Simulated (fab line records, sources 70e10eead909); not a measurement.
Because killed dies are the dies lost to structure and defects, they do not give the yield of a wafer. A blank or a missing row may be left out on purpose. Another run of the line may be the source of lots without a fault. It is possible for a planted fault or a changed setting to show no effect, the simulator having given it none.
Which tool was responsible? || flow nand_harc || 20 wafers from 7 lots sampled at 3 of the route's 1302 steps

== WHAT THE GAUGES READ, wafer by wafer ==
NHARC_A_ONON_D1_THK_MEAS_18: measures by ellipsometry.
{"lot": "L517", "measured": "day 9 10:43", "on": "film_metro-01", "thk_nm (nm)": "1007 1009 1007"}
{"lot": "L522", "measured": "day 11 01:32", "on": "film_metro-02", "thk_nm (nm)": "624 627"}
{"lot": "L527", "measured": "day 13 02:07", "on": "film_metro-02", "thk_nm (nm)": "1001 1002 1001"}
{"lot": "L531", "measured": "day 14 23:04", "on": "film_metro-01", "thk_nm (nm)": "995 994 994"}
{"lot": "L533", "measured": "day 15 15:02", "on": "film_metro-01", "thk_nm (nm)": "1005 1007 1006"}
{"lot": "L536", "measured": "day 16 19:13", "on": "film_metro-01", "thk_nm (nm)": "1007 1008 1009"}
{"lot": "L538", "measured": "day 17 21:40", "on": "film_metro-01", "thk_nm (nm)": "1010 1012 1013"}

== TOOL THAT RAN EACH LOT (tool first, then ch and the chambers of the sampled wafers, then the start) ==
{"lot": "L517", "NHARC_P_BONDPAD_CMP_19": "cmp-01 ch 0,1,2, day 7 22:56", "NHARC_A_ONON_D1_DEP_16": "pecvd_onon-02 ch 0, day 9 10:13"}
{"lot": "L522", "NHARC_P_BONDPAD_CMP_19": "cmp-03 ch 1,2, day 9 12:25", "NHARC_A_ONON_D1_DEP_16": "pecvd_onon-03 ch 0, day 11 01:01"}
{"lot": "L527", "NHARC_P_BONDPAD_CMP_19": "cmp-03 ch 0,3, day 11 13:08", "NHARC_A_ONON_D1_DEP_16": "pecvd_onon-02 ch 0, day 13 01:36"}
{"lot": "L531", "NHARC_P_BONDPAD_CMP_19": "cmp-03 ch 0,3, day 13 12:38", "NHARC_A_ONON_D1_DEP_16": "pecvd_onon-02 ch 0, day 14 22:40"}
{"lot": "L533", "NHARC_P_BONDPAD_CMP_19": "cmp-03 ch 1,2,3, day 14 03:04", "NHARC_A_ONON_D1_DEP_16": "pecvd_onon-02 ch 0, day 15 14:32"}
{"lot": "L536", "NHARC_P_BONDPAD_CMP_19": "cmp-02 ch 0,2,3, day 15 11:34", "NHARC_A_ONON_D1_DEP_16": "pecvd_onon-04 ch 0, day 16 18:43"}
{"lot": "L538", "NHARC_P_BONDPAD_CMP_19": "cmp-02 ch 1,2, day 16 06:59", "NHARC_A_ONON_D1_DEP_16": "pecvd_onon-03 ch 0, day 17 21:10"}
- NHARC_P_BONDPAD_CMP_19: polishes, t overpolish 30 s, cu recess touch 16 s, target thk 160.81 nm.
- NHARC_A_ONON_D1_DEP_16: target thk 1000 nm.

== THE ANSWER, worked out from the rows above alone ==
Rule: what is usual is taken from the lots themselves. The widest of any qualifying gaps counts: lots, ordered by their means at a reading, are off when they make up no more than a third of the lots, leave a main group of 4 or more, and stand apart from it by 3 or more times the standard deviation of that group's means. A main group whose means are all the same, to the digits that the tables above print for the reading, isn't used. Also off: a lot with no number at a reading for which 4 or more lots have one. Where the step has rows for the other lots, those lots are counted as sound.
Off, at NHARC_A_ONON_D1_THK_MEAS_18 on thk_nm: L522. Mean 1005 nm and standard deviation 5.6 in the main group.
If a tool, at a process step before that reading, ran all the lots that are off and no sound lot after the first of them, it fits. The gauges at NHARC_A_ONON_D1_THK_MEAS_18 are tried like those tools. Of those tried, none fits.

== WHAT THE SIMULATOR PUT IN ==
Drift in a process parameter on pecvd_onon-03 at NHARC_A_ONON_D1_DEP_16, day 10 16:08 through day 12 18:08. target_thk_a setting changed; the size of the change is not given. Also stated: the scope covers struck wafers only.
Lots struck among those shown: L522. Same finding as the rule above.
